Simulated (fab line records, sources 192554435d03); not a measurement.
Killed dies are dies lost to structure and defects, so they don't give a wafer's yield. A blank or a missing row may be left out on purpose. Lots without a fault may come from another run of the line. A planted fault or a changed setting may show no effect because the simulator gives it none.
Chamber matching | flow n5_finfet | N5_BEOL_M3_ETCH_70 on rie_diel-05: 4 sister chambers
The step etches SOC in N2/H2, target depth 80 nm, overetch 16 nm, time 120 s. 4 wafers are shown with their chamber, then 8 later ones without.

WAFERS WITH THEIR CHAMBER
wafer  | chamber | showerhead_plenum_p_Torr (Torr)
L082.5 | 1       | 2.69
L085.2 | 2       | 2.68
L085.5 | 0       | 2.48
L087.1 | 3       | 2.50

WAFERS WITHOUT THEIR CHAMBER
wafer  | showerhead_plenum_p_Torr (Torr)
L087.4 | 2.69
L087.5 | 2.48
L088.2 | 2.69
L088.3 | 2.50
L088.5 | 2.50
L092.4 | 2.68
L092.5 | 2.67
L092.6 | 2.47

WHICH CHAMBER EACH WENT THROUGH
wafer  | from the rows above     | in truth
L087.4 | can't be placed: 1 or 2 | 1
L087.5 | 0                       | 0
L088.2 | can't be placed: 1 or 2 | 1
L088.3 | 3                       | 3
L088.5 | 3                       | 3
L092.4 | can't be placed: 2 or 1 | 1
L092.5 | can't be placed: 2 or 1 | 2
L092.6 | 0                       | 0
Placed correctly: 4 of 8. Can't be placed from these rows: 4 (the true chamber is among the candidates in 4). Placed wrongly: 0.
How it was worked out, from the rows above alone: a wafer's distance from a chamber is the root of the sum, over the readings, of the square of ((its reading less the chamber's mean) divided by the reading's scatter). The wafer belongs to the nearest chamber; if the next one is less than 2 further off, it can't be placed. A chamber's mean is the mean of its shown wafers. The scatter: with one shown wafer a chamber, the root of the mean of the squares of how far each hidden wafer lies from its nearest shown one.
